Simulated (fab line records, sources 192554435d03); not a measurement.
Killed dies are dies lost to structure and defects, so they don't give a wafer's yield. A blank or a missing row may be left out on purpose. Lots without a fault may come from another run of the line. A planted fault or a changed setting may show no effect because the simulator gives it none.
fab line records | flow n5_finfet
record lots=7 wafers=21
route steps=1938 shown BEOL_M0_SAQP@643 BEOL_M1@753 BEOL_M2@846
start_h: hours from the record's first day to the start of the lot's first wafer shown | wait_h: hours since the lot's step before | " the same as in the row above | L1.1+2: a row that stands for several wafers | - no value, or no start given | * or withheld: withheld | < > ~ a bound
route shown NAME@n: a module of which the file shows steps, and the number in the route of the first | usual: mean/standard deviation of fault-free wafers | same: alike in all rows | chamber/n: place in a boat | sites: the reading at each site | _std_site: their standard deviation | _edge_site: outer sites' mean less inner sites' | radius_mm: how far each site lies from the wafer's centre | mask NAME#n: copy n | behind: the tool/chamber that last shaped the wafer | hold: why the lot was held/for how many hours/how that ended | device: the transistor (n, p or np) that didn't switch | end of line: the same wafers' tests at the end of the route | a step without rows: its recipe alone | killed: dies lost to structure and defects at the first sort, not the wafer's yield | map: a wafer's dies, x killed, . not, _ none there
set.NAME: the setting as run; set.NAME@STEP: as run at that earlier step | model.NAME: the simulator's own value behind a step, which no gauge read
lots whose settings were changed on purpose; a table a step, a row a wafer
## steps
# step N5_BEOL_M0_SAQP_COAT_08
# recipe resist=CAR-ArF spin_rpm=1500 resist_thk_nm=90
# columns lot.wafer tool chamber start_h wait_h set.spin_rpm model.CAR-ArF_of_BEOL_M0_SAQP_COAT_08.thk_nm
L074.3 litho_track-01 0 - - 1449 91.2
L074.5 " 0 " " 1449 91.4
L074.6 " 0 " " 1500 89.8
L079.1 litho_track-01 0 - - 1500 89.4
L079.2 " 0 " " 1500 89.8
L079.4 " 0 " " 1500 89.6
L081.2 litho_track-04 0 - - 1500 90
L081.4 " 0 " " 1447 91.6
L081.6 " 0 " " 1447 91.4
L082.2 litho_track-04 0 - - 1500 90
L082.3 " 0 " " 1500 89.6
L082.6 " 0 " " 1582 87.6
L084.2 litho_track-01 0 - - 1500 90.2
L084.4 " 0 " " 1641 86
L084.5 " 0 " " 1641 86.2
L086.2+4 litho_track-04 0 - - 1601 87.4
L086.6 " 0 " " 1500 90
L096.1 litho_track-04 0 - - 1500 89.6
L096.4 " 0 " " 1656 85.6
L096.5 " 0 " " 1656 85.2
# step N5_BEOL_M0_SAQP_EBR_10
# recipe solvent=PGMEA ebr_width_mm=1.5
# step N5_BEOL_M0_SAQP_SOFTBAKE_09
# recipe temp_c=110 time_s=60 resist=CAR-ArF
# step N5_BEOL_M0_SAQP_EXPOSE_11
# recipe mask_id=M0_CORE na=1.35 source_shape=dipole sigma_inner=0.538 sigma_outer=0.738 polarization=te target_cd_nm=42 dose_mj=55
# step N5_BEOL_M0_SAQP_PEB_12
# recipe peb_temp_c=withheld peb_time_s=60 resist=CAR-ArF
# step N5_BEOL_M0_SAQP_DEVELOP_13
# recipe develop_time_s=30 developer=TMAH resist=CAR-ArF dev_temp_c=23 rinse_liquid=diw dry=air_spin
# columns lot.wafer tool chamber start_h wait_h set.spin_rpm@BEOL_M0_SAQP_COAT_08 model.CAR-ArF_of_BEOL_M0_SAQP_COAT_08.thk_nm
L074.3 litho_track-01 0 - - 1449 89.6
L074.5 " 0 " " 1449 89.8
L074.6 " 0 " " 1500 88
L079.1 litho_track-01 0 - - 1500 87.8
L079.2+4 " 0 " " 1500 88
L081.2 litho_track-01 0 - - 1500 88.2
L081.4 " 0 " " 1447 90
L081.6 " 0 " " 1447 89.8
L082.2 litho_track-04 0 - - 1500 88.4
L082.3 " 0 " " 1500 87.8
L082.6 " 0 " " 1582 86
L084.2 litho_track-04 0 - - 1500 88.6
L084.4+5 " 0 " " 1641 84.4
L086.2 litho_track-05 0 - - 1601 85.8
L086.4 " 0 " " 1601 85.6
L086.6 " 0 " " 1500 88.4
L096.1 litho_track-04 0 - - 1500 88
L096.4 " 0 " " 1656 83.8
L096.5 " 0 " " 1656 83.6
# step N5_BEOL_M0_SAQP_DESCUM_19
# recipe chemistry=O2 time_s=7.9 source_power_w=50 bias_power_w=20 pressure_mtorr=20 rf_frequency_hz=2.712e+07 temp_c=40 resist=CAR-ArF o2_flow_sccm=225
# columns lot.wafer tool chamber start_h wait_h set.spin_rpm@BEOL_M0_SAQP_COAT_08 model.CAR-ArF_of_BEOL_M0_SAQP_COAT_08.thk_nm
L074.3 rie_diel-05 1 110.40 0.6 1449 84.6
L074.5 " 3 " " 1449 85
L074.6 " 0 " " 1500 83.2
L079.1+4 rie_diel-03 2,1 137.27 0.0 1500 83
L079.2 " 0 " " 1500 83.2
L081.2 rie_diel-03 1 149.20 0.1 1500 83.4
L081.4 " 0 " " 1447 85
L081.6 " 1 " " 1447 84.8
L082.2 rie_diel-03 0 161.38 0.0 1500 83.6
L082.3 " 2 " " 1500 83.2
L082.6 " 0 " " 1582 81
L084.2 rie_diel-03 3 174.36 0.0 1500 83.8
L084.4+5 " 3,0 " " 1641 79.6
L086.2 rie_diel-02 3 182.61 0.0 1601 81
L086.4 " 1 " " 1601 80.8
L086.6 " 2 " " 1500 83.6
L096.1 rie_diel-02 3 237.54 0.0 1500 83.2
L096.4 " 3 " " 1656 79
L096.5 " 2 " " 1656 78.8
# step N5_BEOL_M0_SAQP_ETCH_83
# recipe chemistry=CF4 target=SiARC target_depth_a=390 mask_material=CAR-ArF time_s=65 ion_energy_ev=80 pressure_mtorr=40 source_w=545 bias_w=36 Ar_flow_sccm=100 cf4_flow_sccm=100 ends=cleared
# columns lot.wafer tool chamber start_h wait_h set.spin_rpm@BEOL_M0_SAQP_COAT_08 model.CAR-ArF_of_BEOL_M0_SAQP_COAT_08.thk_nm
L074.3 rie_diel-05 1 110.43 0.0 1449 56.6
L074.5 " 3 " " 1449 57
L074.6 " 0 " " 1500 55.2
L079.1 rie_diel-03 2 137.31 0.0 1500 55
L079.2 " 0 " " 1500 55.4
L079.4 " 1 " " 1500 55.2
L081.2 rie_diel-03 1 149.23 0.0 1500 55.4
L081.4 " 0 " " 1447 57.2
L081.6 " 1 " " 1447 57
L082.2 rie_diel-03 0 161.42 0.0 1500 55.6
L082.3 " 2 " " 1500 55.2
L082.6 " 0 " " 1582 53
L084.2 rie_diel-03 3 174.39 0.0 1500 55.8
L084.4+5 " 3,0 " " 1641 51.4
L086.2+4 rie_diel-02 3,1 182.64 0.0 1601 53
L086.6 " 2 " " 1500 55.8
L096.1 rie_diel-02 3 237.57 0.0 1500 55.2
L096.4 " 3 " " 1656 51
L096.5 " 2 " " 1656 50.8
# step N5_BEOL_M0_SAQP_ETCH_107
# recipe chemistry=CH3F/O2 target=SiNx target_depth_a=300 mask_material=SOC pressure_mtorr=30 source_w=395 bias_w=73 Ar_flow_sccm=150 CH3F_flow_sccm=30 O2_flow_sccm=20 ion_energy_ev=120
# usual rf_vpp_V=301/3.5
# columns lot.wafer tool chamber start_h wait_h set.bias_w rf_vpp_V
L074.3 rie_diel-05 0 113.41 0.0 73 295
L074.5 " 1 " " 64.01 274
L074.6 " 2 " " 64.01 274
L079.1 rie_diel-03 0 140.12 0.0 73 306
L079.2 " 3 " " 73 306
L079.4 " 2 " " 73 303
L081.2 rie_diel-02 1 151.81 0.0 81.61 328
L081.4 " 0 " " 73 302
L081.6 " 3 " " 81.61 324
L082.2 rie_diel-02 1 165.02 0.0 68.25 285
L082.3 " 2 " " 73 300
L082.6 " 3 " " 68.25 282
L084.2 rie_diel-05 2 176.69 0.0 73 304
L084.4 " 0 " " 80.76 319
L084.5 " 1 " " 80.76 332
L086.2 rie_diel-02 0 186.41 0.0 73 302
L086.4 " 1 " " 65.13 274
L086.6 " 3 " " 73 297
L096.1 rie_diel-03 0 239.99 0.0 63.82 273
L096.4 " 3 " " 63.82 275
L096.5 " 0 " " 73 305
# step N5_BEOL_M0_SAQP_COAT_87
# recipe resist=underlayer temp_c=205 time_s=60 spin_rpm=1500 resist_thk_nm=5
# columns lot.wafer tool chamber start_h wait_h set.spin_rpm
L074.3+6 litho_track-05 0 - - 1634
L074.5 " 0 " " 1500
L079.1+2+4 litho_track-04 0 - - 1500
L081.2+6 litho_track-04 0 - - 1418
L081.4 " 0 " " 1500
L082.2+3+6 litho_track-01 0 - - 1500
L084.2 litho_track-05 0 - - 1586
L084.4+5 " 0 " " 1500
L086.2+4+6 litho_track-05 0 - - 1500
L096.1+4+5 litho_track-05 0 - - 1361
# step N5_BEOL_M0_SAQP_COAT_34
# recipe resist=CAR-EUV spin_rpm=1500 resist_thk_nm=30
# step N5_BEOL_M0_SAQP_EBR_36
# recipe solvent=PGMEA ebr_width_mm=1.5
# step N5_BEOL_M0_SAQP_DESCUM_45
# recipe chemistry=O2 time_s=7 source_power_w=50 bias_power_w=20 pressure_mtorr=20 rf_frequency_hz=2.712e+07 temp_c=40 resist=CAR-EUV o2_flow_sccm=225
# step N5_BEOL_M0_SAQP_ETCH_88
# recipe chemistry=N2/H2 target=underlayer target_depth_a=65 time_s=5.2 ion_energy_ev=200 mask_material=CAR-EUV pressure_mtorr=30 source_w=840 bias_w=150 n2_flow_sccm=200 h2_flow_sccm=200 ends=cleared
# columns lot.wafer tool chamber start_h wait_h set.spin_rpm@BEOL_M0_SAQP_COAT_87 model.etch.depth_nm
L074.3+6 rie_diel-02 0,3 115.10 0.0 1634 4.784
L074.5 " 2 " " 1500 4.991
L079.1 rie_diel-03 0 141.68 0.0 1500 5
L079.2 " 1 " " 1500 5.01
L079.4 " 2 " " 1500 4.994
L081.2 rie_diel-03 0 153.99 0.0 1418 5.147
L081.4 " 3 " " 1500 5.005
L081.6 " 1 " " 1418 5.161
L082.2 rie_diel-03 0 167.05 0.0 1500 4.986
L082.3 " 3 " " 1500 4.997
L082.6 " 0 " " 1500 4.998
L084.2 rie_diel-05 0 179.96 0.0 1586 4.855
L084.4 " 0 " " 1500 4.973
L084.5 " 2 " " 1500 4.969
L086.2 rie_diel-02 2 188.12 0.0 1500 4.992
L086.4 " 0 " " 1500 4.975
L086.6 " 0 " " 1500 4.98
L096.1 rie_diel-05 1 241.54 0.0 1361 5.255
L096.4 " 0 " " 1361 5.232
L096.5 " 1 " " 1361 5.244
# step N5_BEOL_M1_PECVD_72
# recipe material=SiO2 target_thk_a=160 temp_c=400 precursor=TEOS/O2 pressure_torr=5.5 rf_w=450 teos_flow_sccm=53.8 gas=O2 flow_sccm=3000 time_s=18
# columns lot.wafer tool chamber start_h wait_h set.time_s model.SiO2_of_BEOL_M1_PECVD_72.thk_nm
L074.3 pecvd-01 0 122.18 0.0 18 15.8
L074.5+6 " 2,1 " " 18 16.2
L079.1 pecvd-01 0 154.73 0.0 18 15.4
L079.2 " 1 " " 18 15.6
L079.4 " 0 " " 18 15.8
L081.2 pecvd-03 1 161.45 0.0 16.03 14
L081.4 " 2 " " 16.03 14.2
L081.6 " 1 " " 16.03 14.4
L082.2 pecvd-03 1 173.87 0.0 19 16.4
L082.3 " 2 " " 18 16
L082.6 " 2 " " 19 17.2
L084.2 pecvd-03 0 190.05 0.0 20.05 17.4
L084.4 " 1 " " 18 16.4
L084.5 " 0 " " 20.05 17.8
L086.2+6 pecvd-03 0 195.11 0.0 18 15.8
L086.4 " 1 " " 20.65 18.4
L096.1 pecvd-03 1 250.10 0.0 18 16
L096.4 " 1 " " 16.33 14.8
L096.5 " 2 " " 18 16.4
# step N5_BEOL_M1_COAT_05
# recipe resist=CAR-EUV spin_rpm=1500 resist_thk_nm=30
# columns lot.wafer tool chamber start_h wait_h set.spin_rpm model.CAR-EUV_of_BEOL_M1_COAT_05.thk_nm
L074.3+5 litho_track-03 0 - - 1628 28.8
L074.6 " 0 " " 1500 30
L079.1+2+4 litho_track-01 0 - - 1500 30
L081.2+4+6 litho_track-01 0 - - 1500 30
L082.2 litho_track-03 0 - - 1593 29.2
L082.3+6 " 0 " " 1500 30
L084.2+4+5 litho_track-05 0 - - 1500 30
L086.2+6 litho_track-01 0 - - 1374 31.4
L086.4 " 0 " " 1500 30.2
L096.1+4+5 litho_track-03 0 - - 1500 30
# step N5_BEOL_M1_EBR_07
# recipe solvent=PGMEA ebr_width_mm=1.5
# step N5_BEOL_M1_SOFTBAKE_06
# recipe temp_c=110 time_s=60 resist=CAR-EUV
# step N5_BEOL_M1_EXPOSE_08
# recipe mask_id=M1 na=0.33 source_shape=dipole sigma_inner=0.369 sigma_outer=0.767 polarization=unpolarized dose_mj=33
# step N5_BEOL_M1_PEB_09
# recipe peb_temp_c=100 peb_time_s=60 resist=CAR-EUV
# step N5_BEOL_M1_DEVELOP_10
# recipe develop_time_s=30 developer=TMAH resist=CAR-EUV rinse_liquid=surfactant_rinse dry=air_spin dev_temp_c=23
# columns lot.wafer tool chamber start_h wait_h set.spin_rpm@BEOL_M1_COAT_05 model.CAR-EUV_of_BEOL_M1_COAT_05.thk_nm
L074.3+5 litho_track-03 0 - - 1628 28.4
L074.6 " 0 " " 1500 29.6
L079.1 litho_track-01 0 - - 1500 29.6
L079.2+4 " 0 " " 1500 29.4
L081.2+4+6 litho_track-01 0 - - 1500 29.6
L082.2 litho_track-01 0 - - 1593 28.6
L082.3 " 0 " " 1500 29.4
L082.6 " 0 " " 1500 29.6
L084.2+4+5 litho_track-01 0 - - 1500 29.6
L086.2 litho_track-05 0 - - 1374 30.8
L086.4 " 0 " " 1500 29.6
L086.6 " 0 " " 1374 31
L096.1+4+5 litho_track-05 0 - - 1500 29.6
# step N5_BEOL_M1_STRIP_97
# recipe chemistry=N2/H2 time_s=10 power_w=450 temp_c=40 pressure_mtorr=20 rf_frequency_hz=6e+07 bias_power_w=7 n2_flow_sccm=200 h2_flow_sccm=200
# step N5_BEOL_M1_HM_STRIP_39
# recipe chemistry=peroxide_tin_strip material=TiN target_depth_a=250 temp_c=50 time_s=158
# columns lot.wafer tool chamber start_h wait_h set.time_s@BEOL_M1_PECVD_72 model.SiO2_of_BEOL_M1_PECVD_72.thk_nm
L074.3 wet_bench-04 6 129.98 0.0 18 15.6
L074.5 " 4 " " 18 16
L074.6 " 1 " " 18 16.2
L079.1 wet_bench-02 5 160.72 0.0 18 15.2
L079.2 " 3 " " 18 15.4
L079.4 " 4 " " 18 15.6
L081.2+4 wet_bench-02 5,0 167.48 0.0 16.03 14
L081.6 " 6 " " 16.03 14.2
L082.2 wet_bench-02 2 180.80 0.0 19 16.4
L082.3 " 6 " " 18 15.8
L082.6 " 3 " " 19 17
L084.2 wet_bench-01 4 216.05 0.0 20.05 17.4
L084.4 " 6 " " 18 16.2
L084.5 " 5 " " 20.05 17.6
L086.2+6 wet_bench-01 1,2 229.84 0.0 18 15.6
L086.4 " 3 " " 20.65 18.4
L096.1 wet_bench-01 2 264.65 0.0 18 16
L096.4 " 1 " " 16.33 14.6
L096.5 " 4 " " 18 16.2
# step N5_BEOL_M2_COAT_62
# recipe resist=SiARC temp_c=220 time_s=60 spin_rpm=1500 resist_thk_nm=12
# columns lot.wafer tool chamber start_h wait_h set.spin_rpm
L074.3+5+6 litho_track-02 0 - - 1500
L079.1+2+4 litho_track-04 0 - - 1500
L081.2+4+6 litho_track-04 0 - - 1500
L082.2 litho_track-04 0 - - 1500
L082.3+6 " 0 " " 1566
L084.2 litho_track-04 0 - - 1621
L084.4+5 " 0 " " 1500
L086.2 litho_track-02 0 - - 1500
L086.4+6 " 0 " " 1567
L096.1 litho_track-01 0 - - 1441
L096.4+5 " 0 " " 1500
## key
split step=N5_BEOL_M0_SAQP_COAT_08 setting=spin_rpm stated=1500 by=wafer
response step=N5_BEOL_M0_SAQP_COAT_08 reading=model.CAR-ArF_of_BEOL_M0_SAQP_COAT_08.thk_nm change=-0.413 per=1% r=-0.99
response step=N5_BEOL_M0_SAQP_DEVELOP_13 reading=model.CAR-ArF_of_BEOL_M0_SAQP_COAT_08.thk_nm change=-0.425 per=1% r=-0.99
response step=N5_BEOL_M0_SAQP_DESCUM_19 reading=model.CAR-ArF_of_BEOL_M0_SAQP_COAT_08.thk_nm change=-0.427 per=1% r=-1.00
response step=N5_BEOL_M0_SAQP_ETCH_83 reading=model.CAR-ArF_of_BEOL_M0_SAQP_COAT_08.thk_nm change=-0.438 per=1% r=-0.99
split step=N5_BEOL_M0_SAQP_ETCH_107 setting=bias_w stated=73 by=wafer
response step=N5_BEOL_M0_SAQP_ETCH_107 reading=rf_vpp_V change=+2.14 per=1% r=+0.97
split step=N5_BEOL_M0_SAQP_COAT_87 setting=spin_rpm stated=1500 by=wafer
response step=N5_BEOL_M0_SAQP_ETCH_88 reading=model.etch.depth_nm change=-0.0234 per=1% r=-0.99
split step=N5_BEOL_M1_PECVD_72 setting=time_s stated=18 by=wafer
response step=N5_BEOL_M1_PECVD_72 reading=model.SiO2_of_BEOL_M1_PECVD_72.thk_nm change=+0.15 per=1% r=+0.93
response step=N5_BEOL_M1_HM_STRIP_39 reading=model.SiO2_of_BEOL_M1_PECVD_72.thk_nm change=+0.162 per=1% r=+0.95
split step=N5_BEOL_M1_COAT_05 setting=spin_rpm stated=1500 by=wafer
response step=N5_BEOL_M1_COAT_05 reading=model.CAR-EUV_of_BEOL_M1_COAT_05.thk_nm change=-0.139 per=1% r=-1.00
response step=N5_BEOL_M1_DEVELOP_10 reading=model.CAR-EUV_of_BEOL_M1_COAT_05.thk_nm change=-0.147 per=1% r=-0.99
split step=N5_BEOL_M2_COAT_62 setting=spin_rpm stated=1500 by=wafer
response none in this file
